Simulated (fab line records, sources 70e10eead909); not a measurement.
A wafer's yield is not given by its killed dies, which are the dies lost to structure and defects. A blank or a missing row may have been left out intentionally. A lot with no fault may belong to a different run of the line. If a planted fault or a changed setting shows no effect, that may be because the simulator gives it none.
2 desks looking at one fault	flow nand_harc	each desk has only its own numbers; what lay behind them comes last

## THE TOOL OWNER'S DESK: rie_diel-01
The tool's own readings at NHARC_A_STAIRCASE_ETCH_451 (etches the open film in CF4/O2, target depth 30 nm, overetch 3 nm, time 16.5 s): means of the sampled wafers that have a number, for each lot that ran on this tool. If a lot's mean is further than 4 standard deviations from the usual mean, the lot is out of limits and carries the mark OUT (the distance appears in the brackets).
Columns: A = bias_w at NHARC_A_STAIRCASE_ETCH_451, usual 99.95 W; B = cf4_flow_sccm at NHARC_A_STAIRCASE_ETCH_451, usual 79.98 sccm; C = drypump_motor_current_A at NHARC_A_STAIRCASE_ETCH_451, usual 5.8 A; D = oes_product_au at NHARC_A_STAIRCASE_ETCH_451, usual 1.001 a.u.; E = rf_vpp_V at NHARC_A_STAIRCASE_ETCH_451, usual 198.2 V; F = showerhead_plenum_p_Torr at NHARC_A_STAIRCASE_ETCH_451, usual 1.35 Torr; G = throttle_valve_pct at NHARC_A_STAIRCASE_ETCH_451, usual 13.397 %
lot	first seen here	A	B	C	D	E	F	G
L544	day 17 11:02	100.01	79.85	5.6	0.992	198.3	1.36	13.394
L545	day 17 12:53	99.87	80.16	6.3	1.009	197.4	1.33	13.400
L551	day 19 22:11	100.19	80.23	5.6	0.994	197.5	1.30	13.393
L552	day 20 19:22	99.70	79.85	5.9	0.994	199.4	1.37	13.394
L565	day 26 09:59	100.12	79.70	5.9	0.992	198.8	1.36	13.394
Result from this desk: across the 5 lots, nothing is out of limits.

## AT THE METROLOGY DESK
Lot by lot, what the gauges showed, no matter which tool ran the lot: averages of those sampled wafers that carry a number. If a lot's mean is further than 4 standard deviations from the usual mean, the lot is out of limits and carries the mark OUT (the distance appears in the brackets).
Columns: A = cd_nm at NHARC_A_SGD_CUT_CD_MEAS_09, usual 100.1 nm
lot	first seen here	A
L542	day 19 23:10	99.8
L544	day 20 02:35	100.2
L545	day 20 02:59	100.2
L547	day 20 19:05	100.3
L550	day 22 11:54	100.0
L551	day 22 12:36	99.4
L552	day 23 18:04	100.1
L555	day 24 03:09	100.4
L561	day 26 21:53	100.2
L560	day 27 03:32	99.7
L565	day 28 20:53	100.1
L562	day 28 21:35	100.0
Result from this desk: across the 12 lots, nothing is out of limits.

## ALL TOGETHER
Nothing out of limits was seen by the tool owner's desk.
The metrology desk saw nothing out of limits.

## WHAT THE SIMULATOR HAD INSERTED
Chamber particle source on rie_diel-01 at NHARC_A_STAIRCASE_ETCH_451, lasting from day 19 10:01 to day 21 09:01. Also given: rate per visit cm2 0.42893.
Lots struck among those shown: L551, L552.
